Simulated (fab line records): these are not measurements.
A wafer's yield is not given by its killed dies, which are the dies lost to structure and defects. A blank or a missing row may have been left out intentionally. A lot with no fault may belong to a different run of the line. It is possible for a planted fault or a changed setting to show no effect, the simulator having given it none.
fab line records	flow n5-finfet
[record] lots = 10	wafers = 30	last-day = 16
route steps=1938 shown PMOS_HMC_CHANNEL_EPI@71 FIN_SAQP@94 PASSIVATION@1936
lots with no fault: from the same line, run without faults
start-h: start of the lot's first displayed wafer, in hours after the record's first day	wait-h: hours since the lot's step before	" the same as in the row above	L1.1+2: one row covering several wafers at once	- no value, or no start was given	* or withheld: withheld	< > ~ a bound
route shown NAME@n: a module of which the file shows steps, and the number in the route of the first	usual: mean and standard deviation over wafers with no fault	same: alike in all rows	chamber/n: place in a boat	sites: the reading at each site	_std_site: how widely they spread, as a standard deviation	_edge_site: mean of outer sites minus mean of inner sites	radius-mm: how far each site lies from the wafer's centre	mask NAME#n: copy n	behind: the last tool/chamber to shape the wafer	hold: why the lot was held/for how many hours/how that ended	device: whichever transistor did not switch (one of n, p or np)	end of line: at the end of the route, the tests of the same wafers	a step given without rows: its recipe and nothing more	killed: the dies lost at the first sort to structure and to defects; this is not the yield of the wafer	map: dies across one wafer; x = killed, . = not, _ = none there
set.NAME: the run value of the setting; set.NAME@STEP: its run value at that earlier step	model.NAME: the simulator's own value behind a step, which no gauge read
steps of the route over a sample of lots; a table a step, a row a wafer
services: when a tool's chamber went out of use (start-h, in hours from the record's first day, below 0 if earlier), for how many hours, and the reason
[[steps]]
[step N5_PMOS_HMC_CHANNEL_EPI_STRIP_33]
[recipe] chemistry = N2/H2	power-w = 500	temp-c = 40	pressure-mtorr = 50	rf-frequency-hz = 6e+07	overash-fraction = 0.3	bias-power-w = 8	h2-frac = 0.5	n2-flow-sccm = 300	h2-flow-sccm = 300
[usual] drypump-motor-current-A = 5.9/0.38	oes-product-au = 0.78/0.063	power-w = 500.0/1.7	rf-vpp-V = 54.2/1.8	showerhead-plenum-p-Torr = 3.37/0.099	throttle-valve-pct = 18.9/0.32
[same] overash-fraction = 0.3
lot.wafer	tool	chamber	start-h	wait-h	drypump-motor-current-A	oes-product-au	power-w	rf-hours-counter-h	rf-vpp-V	showerhead-plenum-p-Torr	throttle-valve-pct
L432.1	rie-diel-05	3	24.04	0.1	6.1	0.86	502.3	47	54.7	3.25	18.3
L432.3	"	0	"	"	6.1	0.92	499.4	-	56.8	3.41	19.0
L432.5	"	3	"	"	6.1	0.85	503.9	-	50.1	3.25	18.3
L434.2	rie-diel-02	1	36.38	0.0	6.0	0.83	498.8	69	54.2	3.27	19.4
L434.5	"	0	"	"	5.8	0.78	504.1	-	53.9	3.35	19.2
L434.6	"	1	"	"	6.0	0.82	497.9	-	53.4	3.27	19.4
L435.1	rie-diel-02	0	41.16	0.0	5.8	0.78	499.1	163	51.5	3.34	19.1
L435.2	"	1	"	"	6.1	0.84	499.3	70	53.6	3.27	19.4
L435.4	"	3	"	"	5.8	0.74	497.3	187	52.9	3.34	19.1
L438.2	rie-diel-05	3	59.55	0.0	6.2	0.83	496.9	62	54.4	3.25	18.3
L438.4	"	1	"	"	6.3	0.70	498.9	198	56.9	3.48	19.0
L438.5	"	3	"	"	6.1	0.85	498.7	-	54.3	3.25	18.3
L439.1	rie-diel-02	1	65.47	0.0	6.1	0.81	500.7	77	53.6	3.27	19.4
L439.3	"	0	"	"	5.8	0.76	502.9	170	53.9	3.34	19.2
L439.6	"	0	"	"	5.8	0.76	500.1	-	51.5	3.34	19.1
L440.1	rie-diel-05	2	71.51	0.0	5.3	0.74	499.6	152	54.0	3.51	18.8
L440.2	"	3	"	"	6.1	0.81	499.2	66	53.8	3.24	18.3
L440.3	"	0	"	"	6.1	0.91	499.1	29	52.6	3.41	19.1
L441.2	rie-diel-05	3	78.11	0.0	6.1	0.82	499.1	69	56.7	3.24	18.3
L441.5	"	3	"	"	6.2	0.82	501.3	-	55.7	3.24	18.3
L441.6	"	2	"	"	5.3	0.73	501.2	-	55.4	3.51	18.7
L444.1	rie-diel-05	3	95.42	0.0	6.2	0.82	500.5	75	55.4	3.24	18.3
L444.3	"	0	"	"	6.1	0.87	497.4	39	54.6	3.40	19.0
L444.5	"	1	"	"	6.4	0.71	498.7	-	56.7	3.47	19.0
L450.4	rie-diel-02	0	131.86	0.0	5.8	0.76	501.0	190	55.5	3.33	19.2
L450.5	"	1	"	"	6.0	0.78	499.8	-	54.9	3.26	19.4
L450.6	"	0	"	"	5.8	0.75	503.5	-	56.1	3.33	19.2
L453.1	rie-diel-04	2	149.78	0.0	6.2	0.74	499.1	152	52.8	3.35	18.8
L453.2	"	0	"	"	5.3	0.73	500.3	185	56.3	3.21	18.7
L453.6	"	0	"	"	5.3	0.74	502.3	-	55.0	3.21	18.7
[step N5_PMOS_HMC_CHANNEL_EPI_ETCH_38]
[recipe] chemistry = CF4	target = SiO2	target-depth-a = 15	ion-energy-ev = 350	pressure-mtorr = 10	icp-w = 800	bias-w = 400	cf4-flow-sccm = 80
[usual] drypump-motor-current-A = 6.0/0.36	oes-product-au = 1.000/0.02	throttle-valve-pct = 21.6/0.31
lot.wafer	tool	chamber	start-h	wait-h	drypump-motor-current-A	oes-product-au	rf-hours-counter-h	throttle-valve-pct
L432.1	rie-si-05	1	24.36	0.0	6.4	0.968	113	21.4
L432.3	"	3	"	"	6.2	1.008	105	21.8
L432.5	"	3	"	"	6.2	0.999	-	21.8
L434.2	rie-si-06	2	36.69	0.0	5.8	1.005	2	22.3
L434.5	"	2	"	"	5.8	1.011	-	22.3
L434.6	"	3	"	"	5.5	1.005	-	22.1
L435.1	rie-si-05	3	41.46	0.0	6.2	1.000	105	21.8
L435.2	"	1	"	"	6.4	0.987	113	21.4
L435.4	"	3	"	"	6.2	1.011	-	21.8
L438.2	rie-si-05	2	59.87	0.0	5.7	1.006	112	21.4
L438.4	"	0	"	"	6.1	1.018	0	21.3
L438.5	"	0	"	"	6.1	1.023	-	21.3
L439.1	rie-si-06	0	66.02	0.0	6.3	0.996	1	21.4
L439.3	"	1	"	"	5.5	1.017	12	21.4
L439.6	"	1	"	"	5.5	1.023	-	21.3
L440.1	rie-si-04	1	72.06	0.0	5.7	1.024	182	21.8
L440.2	"	3	"	"	5.9	1.001	53	21.8
L440.3	"	2	"	"	6.7	0.967	7	21.7
L441.2	rie-si-04	2	78.67	0.0	6.7	0.955	7	21.7
L441.5	"	3	"	"	5.9	1.018	-	21.8
L441.6	"	2	"	"	6.7	0.960	-	21.7
L444.1	rie-si-06	3	95.93	0.0	5.5	1.002	187	22.1
L444.3	"	2	"	"	5.8	0.994	3	22.3
L444.5	"	2	"	"	5.8	0.995	-	22.3
L450.4	rie-si-06	3	132.17	0.0	5.5	0.986	188	22.1
L450.5	"	2	"	"	5.8	1.004	-	22.3
L450.6	"	3	"	"	5.5	1.000	-	22.1
L453.1	rie-si-06	1	150.08	0.0	5.5	1.026	14	21.3
L453.2	"	3	"	"	5.5	1.001	188	22.1
L453.6	"	0	"	"	6.3	0.978	-	21.4
[step N5_FIN_SAQP_ALD_61]
[recipe] material = SiO2	target-thk-a = 40	temp-c = 300	ald-precursor-family = BDEAS	ald-co-reactant = O2-plasma	pulse-time-s = 1	purge-time-s = 2	co-reactant-purge-time-s = 2	ald-cycles = 43	pressure-torr = 2
[usual] heater-power-w = 494/65	precursor-pulse-height-rel = 1.001/0.02
lot.wafer	tool	chamber	start-h	wait-h	heater-power-w	precursor-pulse-height-rel
L432.1	ald-sin-04	0	26.89	0.0	384	1.005
L432.3	"	1	"	"	444	0.990
L432.5	"	0	"	"	400	1.004
L434.2	ald-sin-04	3	39.31	0.0	604	1.021
L434.5	"	1	"	"	447	0.993
L434.6	"	0	"	"	401	1.022
L435.1	ald-sin-04	2	43.91	0.0	542	1.018
L435.2	"	3	"	"	604	1.025
L435.4	"	1	"	"	448	0.970
L438.2	ald-sin-03	0	62.46	0.1	469	0.968
L438.4	"	2	"	"	530	1.008
L438.5	"	1	"	"	462	0.989
L439.1	ald-sin-03	3	68.50	0.0	467	0.990
L439.3	"	0	"	"	465	0.967
L439.6	"	1	"	"	478	1.035
L440.1	ald-sin-04	3	75.08	0.0	598	1.055
L440.2	"	1	"	"	452	0.972
L440.3	"	2	"	"	545	1.013
L441.2	ald-sin-04	2	81.19	0.0	540	1.004
L441.5	"	2	"	"	542	1.024
L441.6	"	3	"	"	606	1.015
L444.1	ald-sin-01	0	98.45	0.0	432	1.000
L444.3	"	3	"	"	485	0.999
L444.5	"	0	"	"	419	0.957
L450.4	ald-sin-04	1	134.99	0.0	430	0.970
L450.5	"	2	"	"	527	1.005
L450.6	"	3	"	"	596	0.988
L453.1	ald-sin-04	3	153.09	0.0	614	0.997
L453.2	"	2	"	"	530	1.000
L453.6	"	0	"	"	409	0.985
[step N5_FIN_SAQP_COAT_50]
[recipe] resist = SiARC	temp-c = 220	time-s = 60	spin-rpm = 1500	resist-thk-nm = 35
[usual] heater-power-total-W = 427.7/2.1	spin-speed-rpm = 1499.8/1
lot.wafer	tool	chamber	start-h	wait-h	heater-power-total-W	spin-speed-rpm
L432.1	litho-track-03	0	27.99	-	426.2	1499.4
L432.3	"	0	"	"	429.7	1500.1
L432.5	"	0	"	"	431.0	1500.2
L434.2	litho-track-03	0	40.21	-	426.8	1499.5
L434.5	"	0	"	"	430.2	1498.7
L434.6	"	0	"	"	430.8	1502.3
L435.1	litho-track-03	0	44.80	-	430.6	1271.0
L435.2	"	0	"	"	424.0	1269.3
L435.4	"	0	"	"	424.4	1270.7
L438.2	litho-track-04	0	63.29	-	429.6	1500.3
L438.4	"	0	"	"	430.7	1501.4
L438.5	"	0	"	"	426.0	1500.1
L439.1	litho-track-03	0	69.33	-	429.6	1268.6
L439.3	"	0	"	"	429.6	1271.6
L439.6	"	0	"	"	424.9	1270.1
L440.1	litho-track-04	0	75.91	-	426.2	1500.3
L440.2	"	0	"	"	425.1	1499.1
L440.3	"	0	"	"	429.6	1499.1
L441.2	litho-track-02	0	82.02	-	429.5	1499.3
L441.5	"	0	"	"	426.8	1500.6
L441.6	"	0	"	"	429.2	1500.5
L444.1	litho-track-02	0	99.27	-	426.5	1498.3
L444.3	"	0	"	"	427.7	1499.1
L444.5	"	0	"	"	424.6	1499.3
L450.4	litho-track-02	0	135.91	-	427.2	1499.2
L450.5	"	0	"	"	427.6	1498.2
L450.6	"	0	"	"	430.2	1498.9
L453.1	litho-track-04	0	154.22	-	425.5	1499.7
L453.2	"	0	"	"	424.9	1501.7
L453.6	"	0	"	"	424.9	1498.0
[step N5_FIN_SAQP_ETCH_51]
[recipe] chemistry = CF4	target = SiARC	target-depth-a = 455	mask-material = CAR-ArF	time-s = 75.8	ion-energy-ev = 80	pressure-mtorr = 40	source-w = 545	bias-w = 36	Ar_flow_sccm = 100	cf4-flow-sccm = 100	ends = cleared
[usual] drypump-motor-current-A = 5.5/0.5	etch-rf-on-time-s = 76.0/1.8	oes-product-au = 0.68/0.06	rf-vpp-V = 184.1/1.1	showerhead-plenum-p-Torr = 2.16/0.074	throttle-valve-pct = 15.62/0.26
lot.wafer	tool	chamber	start-h	wait-h	drypump-motor-current-A	etch-rf-on-time-s	oes-product-au	rf-hours-counter-h	rf-vpp-V	showerhead-plenum-p-Torr	throttle-valve-pct
L432.1	rie-diel-01	1	28.49	0.0	5.7	75.6	0.60	210	184.2	2.12	15.76
L432.3	"	2	"	"	5.1	77.6	0.72	56	184.5	2.26	15.78
L432.5	"	1	"	"	5.7	76.7	0.60	-	184.8	2.12	15.76
L434.2	rie-diel-01	3	40.58	0.0	6.5	73.4	0.83	4	185.5	2.28	15.23
L434.5	"	0	"	"	5.6	76.2	0.65	-	184.8	2.13	15.75
L434.6	"	3	"	"	6.5	73.7	0.83	-	184.4	2.28	15.22
L435.1	rie-diel-06	3	45.27	0.0	4.9	84.3	0.75	30	183.8	2.09	15.13
L435.2	"	2	"	"	5.2	79.5	0.74	65	181.2	2.08	15.55
L435.4	"	0	"	"	5.0	82.3	0.65	144	185.3	2.22	15.76
L438.2	rie-diel-03	3	63.66	0.0	5.8	78.5	0.58	231	186.3	2.19	15.91
L438.4	"	1	"	"	4.9	76.6	0.72	57	183.9	2.09	15.15
L438.5	"	0	"	"	6.2	73.9	0.63	-	185.8	2.22	15.81
L439.1	rie-diel-06	3	69.83	0.0	4.9	83.7	0.74	40	184.5	2.09	15.12
L439.3	"	2	"	"	5.2	79.2	0.73	74	184.7	2.08	15.56
L439.6	"	3	"	"	4.9	83.5	0.74	-	184.2	2.09	15.14
L440.1	rie-diel-01	0	76.41	0.0	5.6	76.2	0.64	175	183.1	2.13	15.78
L440.2	"	2	"	"	5.1	79.0	0.70	74	184.4	2.26	15.81
L440.3	"	1	"	"	5.8	77.1	0.59	227	183.8	2.12	15.80
L441.2	rie-diel-01	1	82.52	0.0	5.7	76.5	0.59	230	182.6	2.12	15.80
L441.5	"	2	"	"	5.1	78.6	0.69	-	185.3	2.26	15.80
L441.6	"	1	"	"	5.7	76.6	0.59	-	182.9	2.12	15.82
L444.1	rie-diel-06	0	99.77	0.0	5.0	75.7	0.64	166	185.1	2.22	15.79
L444.3	"	2	"	"	5.2	73.9	0.71	83	183.7	2.07	15.60
L444.5	"	2	"	"	5.2	74.7	0.71	-	184.0	2.07	15.59
L450.4	rie-diel-01	2	136.41	0.0	5.1	78.5	0.68	95	184.3	2.25	15.86
L450.5	"	2	"	"	5.1	77.7	0.68	-	185.5	2.25	15.85
L450.6	"	1	"	"	5.7	77.0	0.58	-	182.5	2.11	15.83
L453.1	rie-diel-06	0	154.60	0.0	5.1	75.9	0.63	184	184.6	2.21	15.84
L453.2	"	1	"	"	5.4	76.4	0.68	94	185.3	2.17	15.61
L453.6	"	3	"	"	4.9	77.3	0.70	-	183.8	2.08	15.19
[step N5_PASSIVATION_PROBE_49]
[usual] defect-limited-yield = 91.3/1.5	killed_at_M0_to_M3 = 34/9.4	killed_at_M4_up = 13/5.3	killed-at-contacts = 13/5.7	killed-at-front-end = 40/10	killed-at-other = 3.7/2.8	killed-dies = 103/17	killed-open = 67/13	killed-short = 35/8.5	sort_bin_5_function = 5.0/0.98	sort_bin_6_memory = 3.3/0.7	sort-n-pass = 1077/17	sort-yield-pct = 91.3/1.5
[same] gross-dies = 1180	killed-at-back-side = 0	sort_bin_4_leakage[%] = 0	sort_bin_8_speed[%] = 0
lot.wafer	tool	chamber	start-h	wait-h	defect-limited-yield[%]	killed_at_M0_to_M3	killed_at_M4_up	killed-at-contacts	killed-at-front-end	killed-at-other	killed-dies	killed-open	killed-short	sort_bin_5_function[%]	sort_bin_6_memory[%]	sort-n-pass	sort-yield-pct[%]
L435.1	prober-02	-	289.91	0.0	91.3	40	9	7	38	9	103	67	35	5.1	3.4	1077	91.3
L435.2	prober-02	-	289.96	0.1	90.0	31	14	15	51	7	118	69	47	6.0	3.1	1062	90.0
L435.4	prober-02	-	290.06	0.2	92.2	23	14	8	40	7	92	61	31	3.7	3.7	1088	92.2
// killed by level:class
L435.1 FIN_SAQP:geometric-particle:open=16 BEOL_M0_SAQP:geometric-particle:open=10 BEOL_M2:geometric-particle:open=9 FIN_SAQP:geometric-particle:short=7 BEOL_M2:geometric-particle:short=7 BEOL_M1:geometric-particle:open=6 MOL_CONTACT_COAG:geometric-particle:open=5 BEOL_M0_SAQP:geometric-particle:short=5
L435.2 FIN_SAQP:geometric-particle:open=12 BEOL_M0_SAQP:geometric-particle:open=12 FIN_SAQP:geometric-particle:short=11 BEOL_M0_SAQP:geometric-particle:short=11 MOL_CONTACT_COAG:geometric-particle:open=10 BEOL_M4:geometric-particle:open=9 STI_FIN_REVEAL:geometric-particle:open=7 MOL_CONTACT_COAG:geometric-particle:short=5
L435.4 FIN_SAQP:geometric-particle:open=15 BEOL_M0_SAQP:geometric-particle:open=10 MOL_CONTACT_COAG:geometric-particle:open=8 BEOL_M0_SAQP:geometric-particle:short=6 BEOL_M4:geometric-particle:open=5 FIN_SAQP:geometric-particle:short=4 BEOL_M5:geometric-particle:open=4 STI_FIN_REVEAL:geometric-particle:open=4
[[services]]
tool	chamber	start-h	hours	kind
rie-diel-06	2	2.24	10.3	repair
rie-diel-04	1	3.07	86.5	repair
ald-sin-01	2	10.05	20.4	repair
rie-diel-05	2	11.22	13.7	repair
ald-sin-04	-	13.26	0.6	repair
rie-diel-05	1	20.85	5.0	repair
rie-diel-05	0	35.38	14.7	repair
rie-si-06	2	43.79	8.1	repair
rie-diel-02	-	50.71	2.8	repair
rie-diel-06	-	54.77	0.3	repair
rie-si-05	-	63.39	0.7	repair
rie-si-05	3	66.05	7.8	repair
rie-diel-01	3	68.92	12.7	repair
rie-si-05	2	73.10	2.0	repair
rie-diel-05	1	75.65	12.2	repair
rie-si-06	-	81.40	2.8	pm
ald-sin-04	-	85.25	14.0	pm
rie-diel-06	-	89.79	0.7	repair
ald-sin-04	-	99.25	15.6	pm
rie-diel-02	2	104.30	10.3	repair
rie-diel-05	3	106.16	6.8	repair
ald-sin-04	-	114.85	6.1	pm
rie-diel-05	1	139.32	17.3	repair
rie-diel-02	3	143.02	4.5	repair
[[key]]
[first-sign] step = N5_FIN_SAQP_COAT_50	reading = spin-speed-rpm	direction = down	sigmas = 99+	usual = *	struck = *
[effect] step = N5_FIN_SAQP_ETCH_51	reading = etch-rf-on-time-s	direction = up	sigmas = 3.5	usual = *	struck = *
met-at N5_FIN_SAQP_COAT_50
struck-lots L435,L439
rows-end L439.1,L439.3,L439.6
not-acting-at N5_PMOS_HMC_CHANNEL_EPI_STRIP_33,N5_PMOS_HMC_CHANNEL_EPI_ETCH_38,N5_FIN_SAQP_ALD_61
onset-between 40.21 44.80
[fault] kind = process-parameter-drift	tool = litho-track-03	chamber = -	onset-h = 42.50	steps = N5_FIN_SAQP_COAT_50	channel = spin-rpm	offset = *	shape = step	acts-in = *	stated = *
// rows-end: these wafers met a further fault down the route, and their rows from its step on are left out
